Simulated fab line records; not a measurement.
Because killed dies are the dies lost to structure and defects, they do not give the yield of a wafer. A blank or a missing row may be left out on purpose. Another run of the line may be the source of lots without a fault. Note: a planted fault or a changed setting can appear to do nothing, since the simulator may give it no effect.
A lot that was struck, set against a sound lot :: flow nand_harc :: 15 steps out of a route of 1302
Sound: the wafers L876.1, L876.2, L876.4. Struck: wafer L884.2 (L884.1, L884.4, from the same lot, were not struck and are left out); the cause is given at the end.
At each step with rows: each side's tool, then ch and its chambers, then its first start. Under that, the readings that differ: sound wafers :: struck wafers :: difference of the means :: sigmas: that difference in standard deviations of wafers without a fault.
alike: same words and numbers on both sides, and readings whose means sit less than 2 such deviations apart. not compared: any withheld reading, any reading some wafer has no value for, any bound like >300 that may hide the same value, and any number with overlapping values for which the record gives no deviation.
The two part at a step that has a row with sigmas, a row that says differs or no value, or rows on one side only. Numbers that don't overlap but have no deviation are shown without sigmas and don't part them. A reading missing from all wafers of one side parts the sides only when that side holds two or more wafers.

first, 4 steps without rows for these wafers: NHARC_A_BONDPAD_EBR_05; NHARC_A_BONDPAD_EXPOSE_06 (exposes mask A BPAD); NHARC_A_BONDPAD_PEB_07 (peb time 80 s); NHARC_A_BONDPAD_DEVELOP_08 (time 50 s).
NHARC_A_BONDPAD_CD_MEAS_09: target cd 500 nm.
  sound on cd_sem-02 ch 0, day 26 02:31; struck on cd_sem-03 ch 0, day 29 04:59
  alike: cd_nm
NHARC_A_BONDPAD_OVL_MEAS_35:
  sound on overlay-02 at day 26 02:35; struck on overlay-02 at day 29 05:04
  alike: overlay_x_nm, overlay_y_nm
then, 1 step without rows for these wafers: NHARC_A_BONDPAD_HARDBAKE_10 (time 65 s).
NHARC_A_BONDPAD_DESCUM_11: chemistry O2, time 3 s.
  sound on rie_diel-09 ch 1,2, day 26 02:43; struck on rie_diel-03 ch 2, day 29 05:12
  alike: chamber_pressure_mTorr, drypump_motor_current_A, oes_product_au, rf_vpp_V, showerhead_plenum_p_Torr, throttle_valve_pct
  not compared: rf_hours_counter_h
NHARC_A_BONDPAD_ETCH_34: etches the open film in N2/H2, target depth 60 nm, overetch 18 nm, time 65.91 s.
  sound on rie_diel-09 ch 1,2, day 26 02:50; struck on rie_diel-03 ch 2, day 29 05:17
  alike: chamber_pressure_mTorr, drypump_motor_current_A, oes_product_au, rf_fwd_power_W, rf_vpp_V, showerhead_plenum_p_Torr, throttle_valve_pct
  not compared: rf_hours_counter_h
NHARC_A_BONDPAD_ETCH_12: etches the open film in CHF3/O2, target depth 220 nm, time 110 s.
  sound on rie_diel-09 ch 1,2,3; struck on rie_diel-03 ch 0
reading: chamber_pressure_mTorr (mTorr)
sound: 24.987 24.980 24.965
struck: 25.027
difference: +0.050
sigmas: +2
  alike: drypump_motor_current_A, oes_product_au, rf_fwd_power_W, rf_vpp_V, showerhead_plenum_p_Torr, throttle_valve_pct
  not compared: rf_hours_counter_h
NHARC_A_BONDPAD_CD_MEAS_13:
  sound on cd_sem-03 at day 26 03:05; struck on cd_sem-03 at day 29 05:31
  alike: cd_nm
NHARC_A_BONDPAD_STRIP_15: strips in O2.
  sound on rie_diel-09 ch 1,2, day 26 03:10; struck on rie_diel-10 ch 3, day 29 05:35
reading: drypump_motor_current_A (A)
sound: 5.6 4.9 5.7
struck: 6.6
difference: +1.2
sigmas: +2
  alike: chamber_pressure_mTorr, oes_product_au, rf_vpp_V, showerhead_plenum_p_Torr, throttle_valve_pct
  not compared: rf_hours_counter_h
NHARC_A_BONDPAD_ETCH_24: etches the open film in CF4/N2, target depth 30 nm, time 72.99 s.
  sound on rie_diel-09 ch 1,2, day 26 03:20; struck on rie_diel-10 ch 3, day 29 05:44
reading: drypump_motor_current_A (A)
sound: 5.6 4.9 5.6
struck: 6.6
difference: +1.2
sigmas: +2

reading: oes_product_au (a.u.)
sound: 1.016 1.007 1.008
struck: 0.907
difference: -0.103
sigmas: -11

reading: rf_fwd_power_W (W)
sound: 297.6 296.6 296.3
struck: 249.4
difference: -47.4
sigmas: -43
  alike: chamber_pressure_mTorr, rf_vpp_V, showerhead_plenum_p_Torr, throttle_valve_pct
  not compared: rf_hours_counter_h
then, 1 step without rows for these wafers: NHARC_A_BONDPAD_STRIP_16 (strips in post etch residue remover, time 600 s).
NHARC_END_SORT_01:
  sound on prober-02 ch 0, day 27 09:11; struck on prober-02 ch 0, day 30 11:59
  alike: defect_limited_yield, killed_at_array, killed_at_other, killed_at_periphery, killed_dies, killed_open, killed_short, sort_bin_2_pct, sort_bin_3_pct, sort_bin_4_pct, sort_n_pass, sort_rim_yield_pct, sort_yield_pct

WHERE THEY PART
At NHARC_A_BONDPAD_ETCH_12 first; at NHARC_A_BONDPAD_ETCH_24 last (within this record only). Later steps at which nothing parts them and some readings are alike: NHARC_END_SORT_01.

WHY: the cause the simulator had injected
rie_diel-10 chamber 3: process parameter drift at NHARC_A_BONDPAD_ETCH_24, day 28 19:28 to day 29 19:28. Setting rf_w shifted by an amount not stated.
